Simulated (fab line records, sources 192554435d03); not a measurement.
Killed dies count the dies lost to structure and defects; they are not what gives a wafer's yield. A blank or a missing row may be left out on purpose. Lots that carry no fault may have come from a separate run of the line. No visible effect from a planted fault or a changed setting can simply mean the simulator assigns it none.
fab line records -- flow n5-finfet
record: lots: 10, wafers: 30, last-day: 17
route steps=1938 shown BEOL_M1@761 BEOL_M4@1111 BEOL_M15@1829 MIM_BOT_LITHO@1862 PASS1_CAP@1873 PASSIVATION@1936
lots that met no fault: taken from a fault-free run of the same line
start-h: start of the lot's first displayed wafer, in hours after the record's first day -- wait-h: time in hours since the lot's previous step -- " identical to the entry in the row above -- L1.1+2: a single row standing in for several wafers -- - either no value or no given start -- * or withheld: withheld -- < > ~ a bound
route shown NAME@n: names a module that has steps shown in the file, with the first one's number in the route -- usual: mean and standard deviation over wafers with no fault -- same: alike in all rows -- chamber/n: place in a boat -- sites: readings site by site -- _std_site: the values' standard deviation -- _edge_site: outer sites' mean less inner sites' -- radius-mm: how far each site lies from the wafer's centre -- mask NAME#n: copy n -- behind: the most recent tool/chamber to have shaped the wafer -- hold: reason for holding the lot/hours on hold/outcome of the hold -- device: which transistor (n, p or np) failed to switch -- end of line: the same wafers' tests at the end of the route -- for a step that has no rows: nothing shown but its recipe -- killed: the dies lost at the first sort to structure and to defects; this is not the yield of the wafer -- map: shows each die of a wafer: x if killed, . if not, _ if none is there
set.NAME: the setting the step ran with; set.NAME@STEP: the setting that earlier step ran with -- model.NAME: the simulator's own value behind a step, which no gauge read
a sample of lots followed through the steps of the route, with each step as a table and each wafer as a row
services: the hour from which a tool's chamber was out of use, counted from the record's first day as start-h (under 0 if before that day), plus the number of hours and why
== steps ==
step: N5_BEOL_M1_EXPOSE_08
recipe: mask-id: M1, na: 0.33, source-shape: dipole, sigma-inner: 0.369, sigma-outer: 0.767, polarization: unpolarized, dose-mj: 33
lot.wafer,tool,chamber,start-h,wait-h,mask
L917.1+3+5,euv-scanner-01,0,135.50,-,M1#0
L918.1+4+5,euv-scanner-01,0,141.71,-,M1#0
L919.1+3+5,euv-scanner-01,0,141.85,-,M1#0
L921.1+3+5,euv-scanner-02,0,152.59,-,M1#0
L922.2+3+6,euv-scanner-01,0,165.42,-,M1#0
L929.2+3+5,euv-scanner-02,0,207.45,-,M1#0
L933.1+3+6,euv-scanner-01,0,224.16,-,M1#0
L936.2+5+6,euv-scanner-01,0,240.28,-,M1#0
L937.1+2+4,euv-scanner-01,0,247.46,-,M1#0
L939.1+2+6,euv-scanner-01,0,262.60,-,M1#0
step: N5_BEOL_M4_RC_MEAS_101
usual: DIBL_N: 35.8/1.6, DIBL_P: 36.0/2.1, IOFF_N: 0.153/0.026, IOFF_P: 0.21/0.037, ION_N: 673/11, ION_P: 462/7.6, SS_N: 71.4/0.53, SS_P: 73.2/0.67, VT_N: 250/3.2, VT_P: -250/3.7
lot.wafer,tool,chamber,start-h,wait-h,DIBL_N[mV/V],DIBL_P[mV/V],IOFF_N[nA/um],IOFF_P[nA/um],ION_N[uA/um],ION_P[uA/um],SS_N[mV/dec],SS_P[mV/dec],VT_N[mV],VT_P[mV]
L917.1,prober-02,0,177.41,0.0,35.3,36.1,0.139,0.18,670,453,71.1,73.2,252,-255
L917.3,prober-02,0,177.41,0.0,37.4,37.9,0.165,0.20,675,460,71.7,73.4,250,-250
L917.5,prober-02,0,177.41,0.0,35.5,35.7,0.137,0.18,673,456,71.6,72.4,253,-252
L918.1,prober-01,0,191.95,0.0,36.7,38.9,0.176,0.28,693,472,71.4,74.1,250,-243
L918.4,prober-01,0,191.95,0.0,37.7,40.2,0.201,0.32,682,477,72.1,74.1,246,-240
L918.5,prober-01,0,191.95,0.0,35.7,37.7,0.146,0.26,673,470,71.0,73.2,252,-244
L919.3,prober-02,0,192.54,0.3,39.5,39.5,0.193,0.27,685,473,72.2,74.4,250,-249
L919.5,prober-02,0,192.54,0.3,36.4,35.9,0.144,0.20,678,464,70.8,73.0,251,-253
L921.1,prober-02,0,198.55,0.0,34.5,35.5,0.142,0.20,675,468,71.3,72.8,251,-250
L921.3,prober-02,0,198.55,0.0,33.6,34.5,0.126,0.17,665,452,71.1,72.9,250,-254
L921.5,prober-02,0,198.55,0.0,33.7,34.1,0.124,0.17,670,447,71.2,72.5,252,-252
L922.2,prober-02,0,207.61,0.2,37.0,38.7,0.192,0.25,690,467,71.4,73.6,248,-247
L922.3,prober-02,0,207.61,0.2,35.2,35.6,0.153,0.20,680,464,71.2,73.2,250,-253
L922.6,prober-02,0,207.61,0.2,35.6,36.5,0.159,0.21,670,463,71.8,72.8,252,-250
L929.2,prober-01,0,251.81,0.2,34.2,35.2,0.139,0.20,672,467,71.2,72.5,252,-251
L929.3,prober-01,0,251.81,0.2,34.2,34.9,0.136,0.21,676,472,71.8,72.8,253,-248
L929.5,prober-01,0,251.81,0.2,35.0,35.9,0.168,0.23,678,466,71.3,73.4,247,-249
L933.1,prober-01,0,275.89,0.0,35.1,36.0,0.145,0.19,665,459,70.7,73.7,251,-252
L933.3,prober-01,0,275.89,0.0,35.1,35.8,0.148,0.19,671,458,71.4,72.8,249,-250
L933.6,prober-01,0,275.89,0.0,37.1,38.2,0.178,0.22,678,460,72.4,74.1,249,-252
L936.2,prober-02,0,285.42,0.2,33.9,35.1,0.134,0.19,659,463,70.9,73.0,254,-250
L936.5,prober-02,0,285.42,0.2,35.2,36.3,0.168,0.23,673,466,71.8,73.2,248,-246
L936.6,prober-02,0,285.42,0.2,35.8,37.1,0.181,0.23,680,460,72.2,73.5,249,-246
L937.1,prober-02,0,302.40,0.0,37.5,38.2,0.156,0.21,668,458,71.6,73.6,251,-251
L937.2,prober-02,0,302.40,0.0,38.3,39.0,0.157,0.24,672,469,71.8,74.3,252,-250
L937.4,prober-02,0,302.40,0.0,38.3,38.8,0.167,0.22,674,458,71.5,73.8,248,-249
L939.1,prober-01,0,306.13,0.0,38.3,36.3,0.182,0.21,675,454,71.5,73.9,248,-251
L939.2,prober-01,0,306.13,0.0,34.6,32.5,0.124,0.17,668,456,71.3,72.6,254,-253
L939.6,prober-01,0,306.13,0.0,35.0,33.8,0.136,0.18,665,461,71.1,73.1,249,-253
step: N5_BEOL_M15_INSPECT_55
recipe: inspect-instrument: darkfield, mode: post-dep
usual: raw-defect-count: 69/20
lot.wafer,tool,chamber,start-h,wait-h,raw-defect-count
L917.1,defect-inspect-02,-,262.95,0.0,51
L917.3,defect-inspect-02,-,262.95,0.0,70
L917.5,defect-inspect-02,-,262.95,0.0,64
L918.1,defect-inspect-01,-,283.27,0.0,68
L918.4,defect-inspect-01,-,283.27,0.0,55
L918.5,defect-inspect-01,-,283.27,0.0,62
L919.3,defect-inspect-02,-,286.79,0.0,73
L919.5,defect-inspect-02,-,286.79,0.0,104
L921.1,defect-inspect-02,-,298.30,0.0,49
L921.3,defect-inspect-02,-,298.30,0.0,82
L921.5,defect-inspect-02,-,298.30,0.0,48
L922.2,defect-inspect-01,-,299.22,0.0,92
L922.3,defect-inspect-01,-,299.22,0.0,84
L922.6,defect-inspect-01,-,299.22,0.0,66
L929.2,defect-inspect-02,-,334.64,0.0,52
L929.3,defect-inspect-02,-,334.64,0.0,58
L929.5,defect-inspect-02,-,334.64,0.0,110
L933.1,defect-inspect-01,-,376.63,0.0,67
L933.3,defect-inspect-01,-,376.63,0.0,50
L933.6,defect-inspect-01,-,376.63,0.0,52
L936.2,defect-inspect-02,-,379.90,0.0,40
L936.5,defect-inspect-02,-,379.90,0.0,36
L936.6,defect-inspect-02,-,379.90,0.0,44
L937.1,defect-inspect-02,-,383.13,0.0,105
L937.2,defect-inspect-02,-,383.13,0.0,90
L937.4,defect-inspect-02,-,383.13,0.0,110
L939.1,defect-inspect-02,-,394.08,0.0,59
L939.2,defect-inspect-02,-,394.08,0.0,36
L939.6,defect-inspect-02,-,394.08,0.0,74
step: N5_MIM_BOT_LITHO_CD_MEAS_08
recipe: target-cd-nm: 3000, landing-energy-ev: 500, detector: se-inlens, polarity: opening
usual: cd-nm: 2999.4/1.9
same: landing-energy-ev: 500
lot.wafer,tool,chamber,start-h,wait-h,cd-nm
L917.1,cd-sem-02,0,266.85,-,3000.9
L917.3,cd-sem-02,0,266.85,-,3002.3
L917.5,cd-sem-02,0,266.85,-,2999.5
L918.1,cd-sem-02,0,289.30,-,2996.2
L918.4,cd-sem-02,0,289.30,-,2995.3
L918.5,cd-sem-02,0,289.30,-,3000.3
L919.3,cd-sem-03,0,292.77,-,2996.7
L919.5,cd-sem-03,0,292.77,-,2998.1
L921.1,cd-sem-02,0,303.39,-,2998.4
L921.3,cd-sem-02,0,303.39,-,2997.7
L921.5,cd-sem-02,0,303.39,-,2999.8
L922.2,cd-sem-03,0,304.49,-,2999.2
L922.3,cd-sem-03,0,304.49,-,3002.7
L922.6,cd-sem-03,0,304.49,-,3001.8
L929.2,cd-sem-03,0,340.76,-,2994.8
L929.3,cd-sem-03,0,340.76,-,2999.9
L929.5,cd-sem-03,0,340.76,-,2998.5
L933.1,cd-sem-02,0,379.73,-,3000.4
L933.3,cd-sem-02,0,379.73,-,3001.9
L933.6,cd-sem-02,0,379.73,-,3002.0
L936.2,cd-sem-02,0,385.64,-,3000.2
L936.5,cd-sem-02,0,385.64,-,3000.4
L936.6,cd-sem-02,0,385.64,-,3000.9
L937.1,cd-sem-03,0,387.08,-,2996.5
L937.2,cd-sem-03,0,387.08,-,3001.2
L937.4,cd-sem-03,0,387.08,-,2998.6
L939.1,cd-sem-01,0,399.74,-,3000.1
L939.2,cd-sem-01,0,399.74,-,2998.4
L939.6,cd-sem-01,0,399.74,-,2999.0
step: N5_PASSIVATION_PECVD_55
recipe: material: SiO2, target-thk-a: 4000, temp-c: 400, precursor: SiH4/N2O, pressure-torr: 2.7, rf-w: 608, time-s: 22.5
usual: chamber-pressure-Torr: 2.701/0.0071, heater-power-w: 681/120, rf-fwd-power-W: 599.9/2.3, showerhead-plenum-p-Torr: 8.22/0.11, throttle-valve-pct: 51.6/2.7
lot.wafer,tool,chamber,start-h,wait-h,chamber-pressure-Torr,heater-power-w,rf-fwd-power-W,showerhead-plenum-p-Torr,throttle-valve-pct
L917.1,pecvd-03,0,267.82,0.0,2.701,738,600.0,8.40,53.5
L917.3,pecvd-03,2,267.82,0.0,2.700,654,595.8,8.12,47.5
L917.5,pecvd-03,0,267.82,0.0,2.702,765,601.8,8.41,54.0
L918.1,pecvd-02,1,290.49,0.0,2.689,577,598.4,8.22,55.2
L918.4,pecvd-02,2,290.49,0.0,2.704,632,600.1,8.15,50.6
L918.5,pecvd-02,2,290.49,0.0,2.697,631,599.9,8.16,50.7
L919.3,pecvd-03,0,293.75,0.0,2.703,718,602.4,8.42,54.0
L919.5,pecvd-03,2,293.75,0.0,2.696,678,599.1,8.11,47.7
L921.1,pecvd-04,2,304.37,0.0,2.709,642,603.7,8.13,48.6
L921.3,pecvd-04,0,304.37,0.0,2.699,578,599.1,8.08,54.8
L921.5,pecvd-04,2,304.37,0.0,2.717,686,602.6,8.14,48.5
L922.2,pecvd-03,2,305.80,0.1,2.708,678,598.5,8.14,47.4
L922.3,pecvd-03,2,305.80,0.1,2.709,679,598.8,8.12,47.7
L922.6,pecvd-03,2,305.80,0.1,2.709,612,599.5,8.12,47.5
L929.2,pecvd-04,2,341.82,0.0,2.700,754,601.1,8.17,48.8
L929.3,pecvd-04,0,341.82,0.0,2.709,605,598.3,8.08,54.9
L929.5,pecvd-04,1,341.82,0.0,2.700,753,600.3,8.33,49.8
L933.1,pecvd-04,1,380.71,0.0,2.695,705,596.3,8.33,49.9
L933.3,pecvd-04,0,380.71,0.0,2.694,615,599.7,8.07,54.9
L933.6,pecvd-04,2,380.71,0.0,2.701,706,603.5,8.15,49.3
L936.2,pecvd-03,0,386.70,0.0,2.696,663,598.0,8.40,55.1
L936.5,pecvd-03,1,386.70,0.0,2.699,596,602.7,8.37,55.3
L936.6,pecvd-03,2,386.70,0.0,2.700,626,598.3,8.12,48.4
L937.1,pecvd-02,2,388.14,0.0,2.697,635,599.4,8.14,51.4
L937.2,pecvd-02,0,388.14,0.0,2.706,858,601.2,8.26,51.0
L937.4,pecvd-02,2,388.14,0.0,2.694,509,601.2,8.15,51.2
L939.1,pecvd-02,2,400.97,0.0,2.706,592,600.8,8.13,51.2
L939.2,pecvd-02,0,400.97,0.0,2.690,850,602.0,8.28,50.9
L939.6,pecvd-02,2,400.97,0.0,2.701,638,604.7,8.16,51.4
step: N5_PASSIVATION_PROBE_49
usual: defect-limited-yield: 91.3/1.5, killed_at_M0_to_M3: 33/12, killed_at_M4_up: 13/5.2, killed-at-contacts: 13/6.7, killed-at-front-end: 40/11, killed-at-other: 4.1/2.7, killed-dies: 103/17, killed-on-rim: 14/4.2, killed-open: 69/13, killed-short: 33/8.4, sort_bin_5_function: 5.1/1, sort_bin_6_memory: 3.2/0.62, sort-n-pass: 1077/17, sort-yield-pct: 91.3/1.5
same: gross-dies: 1180, killed-at-back-side: 0, sort_bin_4_leakage[%]: 0, sort_bin_8_speed[%]: 0
lot.wafer,tool,chamber,start-h,wait-h,defect-limited-yield[%],killed_at_M0_to_M3,killed_at_M4_up,killed-at-contacts,killed-at-front-end,killed-at-other,killed-dies,killed-on-rim,killed-open,killed-short,sort_bin_5_function[%],sort_bin_6_memory[%],sort-n-pass,sort-yield-pct[%]
L919.1,prober-02,-,303.80,0.0,42.1,635,7,6,31,4,683,91,59,32,34.7,19.7,497,42.1
L919.3,prober-02,-,303.90,0.1,66.0,333,19,12,31,6,401,44,75,36,21.0,11.5,779,66.0
L919.5,prober-02,-,304.00,0.2,90.2,62,18,8,26,2,116,14,56,42,5.6,3.6,1064,90.2
L922.2,prober-02,-,315.25,0.1,91.2,44,16,13,25,6,104,11,47,29,4.4,3.7,1076,91.2
L922.3,prober-02,-,315.30,0.1,82.4,153,8,6,35,6,208,23,65,47,9.9,6.7,972,82.4
L922.6,prober-02,-,315.45,0.3,86.7,75,19,3,54,6,157,20,67,54,7.7,5.2,1023,86.7
killed by level:class
L919.1 BEOL_M1:area-expose=591 BEOL_M0_SAQP:geometric-particle:open=9 BEOL_M0_SAQP:geometric-particle:short=9 BEOL_M2:geometric-particle:open=9 FIN_SAQP:geometric-particle:open=7 BEOL_M1:geometric-particle:open=7 FIN_SAQP:geometric-particle:short=6 MOL_CONTACT_COAG:geometric-particle:open=6
L919.3 BEOL_M1:area-expose=289 BEOL_M0_SAQP:geometric-particle:short=15 MOL_CONTACT_COAG:geometric-particle:open=10 FIN_SAQP:geometric-particle:open=9 STI_FIN_REVEAL:geometric-particle:open=7 BEOL_M0_SAQP:geometric-particle:open=6 BEOL_M1:geometric-particle:open=6 BEOL_M4:geometric-particle:open=5
L919.5 BEOL_M1:area-expose=18 BEOL_M0_SAQP:geometric-particle:short=14 BEOL_M3:geometric-particle:open=10 BEOL_M0_SAQP:geometric-particle:open=8 FIN_SAQP:geometric-particle:short=7 MOL_CONTACT_COAG:geometric-particle:open=6 FIN_SAQP:geometric-particle:open=5 BEOL_M2:geometric-particle:open=5
L922.2 BEOL_M1:area-expose=26 MOL_CONTACT_COAG:geometric-particle:open=11 BEOL_M0_SAQP:geometric-particle:short=7 DUMMY_GATE:geometric-particle:open=6 GATE_CUT:geometric-particle:short=6 STI_FIN_REVEAL:geometric-particle:open=4 BEOL_M0_SAQP:geometric-particle:open=4 BEOL_M1:geometric-particle:open=4
L922.3 BEOL_M1:area-expose=96 BEOL_M0_SAQP:geometric-particle:open=15 BEOL_M2:geometric-particle:open=13 BEOL_M0_SAQP:geometric-particle:short=10 FIN_SAQP:geometric-particle:short=9 FIN_SAQP:geometric-particle:open=7 STARTING-WAFER:geometric-particle:short=5 MOL_CONTACT_COAG:geometric-particle:open=4
L922.6 BEOL_M1:area-expose=32 FIN_SAQP:geometric-particle:short=20 BEOL_M0_SAQP:geometric-particle:short=12 FIN_SAQP:geometric-particle:open=10 BEOL_M1:geometric-particle:open=8 STI_FIN_REVEAL:geometric-particle:open=7 BEOL_M0_SAQP:geometric-particle:open=6 BEOL_M4:geometric-particle:open=6
== services ==
tool,chamber,start-h,hours,kind
euv-scanner-01,-,113.89,1.0,pm
euv-scanner-01,-,131.15,0.2,repair
euv-scanner-02,-,135.17,6.8,repair
pecvd-02,-,139.84,0.3,repair
pecvd-02,2,164.86,29.8,repair
pecvd-02,-,165.15,0.4,repair
euv-scanner-01,-,170.04,1.0,pm
euv-scanner-01,-,175.00,4.6,pm
pecvd-02,1,189.86,2.9,repair
euv-scanner-01,-,203.26,17.3,pm
euv-scanner-01,-,224.92,2.9,repair
euv-scanner-01,-,228.83,1.0,pm
euv-scanner-01,-,236.12,0.6,repair
pecvd-03,0,275.91,7.4,repair
pecvd-04,-,278.25,1.6,repair
euv-scanner-01,-,282.34,1.0,pm
pecvd-03,1,301.75,6.2,repair
pecvd-02,-,308.21,5.5,pm
euv-scanner-01,-,338.49,1.0,pm
euv-scanner-01,-,371.60,4.6,pm
pecvd-03,-,372.48,4.3,pm
pecvd-02,-,375.70,1.7,repair
pecvd-02,-,391.99,2.8,pm
euv-scanner-01,-,394.67,1.0,pm
== key ==
first-sign: step: N5_PASSIVATION_PROBE_49, reading: killed_at_M0_to_M3, direction: up, sigmas: 16, usual: 33, struck: 217, wafers-moved: 5
effect: step: N5_PASSIVATION_PROBE_49, reading: killed-dies, direction: up, sigmas: 10, usual: 103, struck: 278, wafers-moved: 4
more-kills-born-at: N5_BEOL_M1_EXPOSE_08@euv-scanner-01: 1052
met-at N5_BEOL_M1_EXPOSE_08
struck-lots L919,L922
later-rows-left-out L919.1
loop-trim: step: N5_BEOL_M1_EXPOSE_08, setting: dose, lots: L922
not-acting-at N5_BEOL_M15_INSPECT_55,N5_MIM_BOT_LITHO_CD_MEAS_08,N5_PASSIVATION_PECVD_55
onset-between 141.71 141.85
fault: kind: process-parameter-drift, tool: euv-scanner-01, chamber: -, onset-h: 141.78, steps: N5_BEOL_M1_EXPOSE_08, channel: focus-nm, offset: 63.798, spread-by-wafer: 0.3, shape: step, end-h: 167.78
later-rows-left-out: the simulator's readings of these wafers behind a module that went badly wrong aren't trusted and aren't shown, but for the sort
loop-trim: a control loop set the setting to another value than it would have without faults
